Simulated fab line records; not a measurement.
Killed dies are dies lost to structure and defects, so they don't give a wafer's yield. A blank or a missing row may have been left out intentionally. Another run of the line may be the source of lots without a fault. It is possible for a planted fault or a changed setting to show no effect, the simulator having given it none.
A struck lot beside a sound one | flow nand-harc | 15 out of 1159 route steps
Sound: wafers L775.2, L775.5, L775.6. Struck: wafer L778.6. (L778.4, L778.5 of the same lot were not struck and are left out.) The cause comes at the end.
Each step with rows lists, per side, the tool, then ch with its chambers, then its first start. Under that, the readings that differ: sound wafers | struck wafers | difference of the means | sigmas: that difference in standard deviations of wafers without a fault.
alike: same words and numbers on both sides, and readings whose means sit less than 2 such deviations apart. not compared: any withheld reading, any reading some wafer has no value for, any bound like >300 that may hide the same value, and any number with overlapping values for which the record gives no deviation.
Wherever a step has rows on one side only, a row that says differs or no value, or a row with sigmas, the two part there. Numbers that don't overlap but have no deviation are shown without sigmas and don't part them. A reading that every wafer of one side lacks parts them only if that side has two wafers or more.

first, 1 step without rows for these wafers: NHARC_A_BLC_DESCUM_15 (chemistry O2, time 3 s).
NHARC_A_BLC_ETCH_16: etches the open film in CF4, target depth 39 nm, time 65 s.
  sound on rie-diel-06 ch 1,2,3, day 18 08:23; struck on rie-diel-06 ch 1, day 19 17:26
  alike: drypump-motor-current-A, oes-product-au, rf-vpp-V, showerhead-plenum-p-Torr, throttle-valve-pct
  not compared: rf-hours-counter-h
NHARC_A_BLC_ETCH_17: etches the open film in N2/H2, target depth 390 nm, time 609.38 s.
  sound on rie-diel-06 ch 0,1; struck on rie-diel-06 ch 0
  alike: drypump-motor-current-A, oes-product-au, rf-vpp-V, showerhead-plenum-p-Torr, throttle-valve-pct
  not compared: rf-hours-counter-h
then, 1 step without rows for these wafers: NHARC_A_BLC_ETCH_18 (etches the open film in C4F8/O2/Ar, target depth 910 nm).
NHARC_A_BLC_CD_MEAS_19:
  sound: cd-sem-03 at day 18 09:15; struck: cd-sem-01 at day 19 18:29
  alike: cd-nm
NHARC_A_BLC_STRIP_29: strips in CF4.
  sound on rie-diel-11 ch 0,2,3, day 18 09:22; struck on rie-diel-05 ch 0, day 19 18:34
  reading                | sound                | struck | difference | sigmas
  throttle-valve-pct (%) | 13.285 13.279 13.286 | 13.303 | +0.020     | +2
  alike: drypump-motor-current-A, oes-product-au, rf-vpp-V, showerhead-plenum-p-Torr
  not compared: rf-hours-counter-h
then, 4 steps without rows for these wafers: NHARC_A_BLC_STRIP_21 (strips in O2); NHARC_A_BLC_STRIP_22 (strips in post etch residue remover, time 600 s); NHARC_A_BLC_DEGAS_30 (time 60 s); NHARC_A_BLC_PRE_CLEAN_31 (time 15 s).
NHARC_A_BLC_PVD_32: deposits Ti, target thk 5 nm, time 17.7 s.
  sound on pvd-sputter-01; struck on pvd-sputter-03
  alike: chamber-pressure-pa, throttle-valve-pct
NHARC_A_BLC_ALD_23: deposits TiN, target thk 3 nm, pulse time 1 s, ald cycles 150.
  sound on ald-metal-04 ch 1,2,3, day 18 10:17; struck on ald-metal-01 ch 1, day 19 19:19
  alike: heater-power-w, precursor-pulse-height-rel
NHARC_A_BLC_CVD_24: deposits W, target thk 150 nm, time 434 s.
  sound on cvd-w-02 ch 0,1, day 18 12:40; struck on cvd-w-02 ch 0, day 20 00:10
  reading             | sound             | struck | difference | sigmas
  mfc-wf6-sccm (sccm) | 39.97 39.86 40.02 | 40.24  | +0.29      | +2
  alike: heater-power-w, throttle-valve-pct
NHARC_A_BLC_CMP_25: polishes, t overpolish 30 s, target thk 150 nm.
  sound on cmp-03 ch 0,1,2, day 18 13:18; struck on cmp-02 ch 3, day 20 00:29
  reading                | sound                | struck | difference | sigmas
  overpolish-run-s (s)   | 30.018 29.992 29.999 | 29.981 | -0.022     | -2
  time-to-endpoint-s (s) | 31.1 30.9 28.4       | 16.5   | -13.6      | -5
  alike: motor-current-A
NHARC_END_SORT_01:
  the record has rows for the sound wafers here (prober-01 ch 0, day 20 17:30) and none for the struck ones

== WHERE THEY PART ==
Last at NHARC_END_SORT_01 as far as this record goes, first at NHARC_A_BLC_STRIP_29.

WHY: what had been put in by the simulator
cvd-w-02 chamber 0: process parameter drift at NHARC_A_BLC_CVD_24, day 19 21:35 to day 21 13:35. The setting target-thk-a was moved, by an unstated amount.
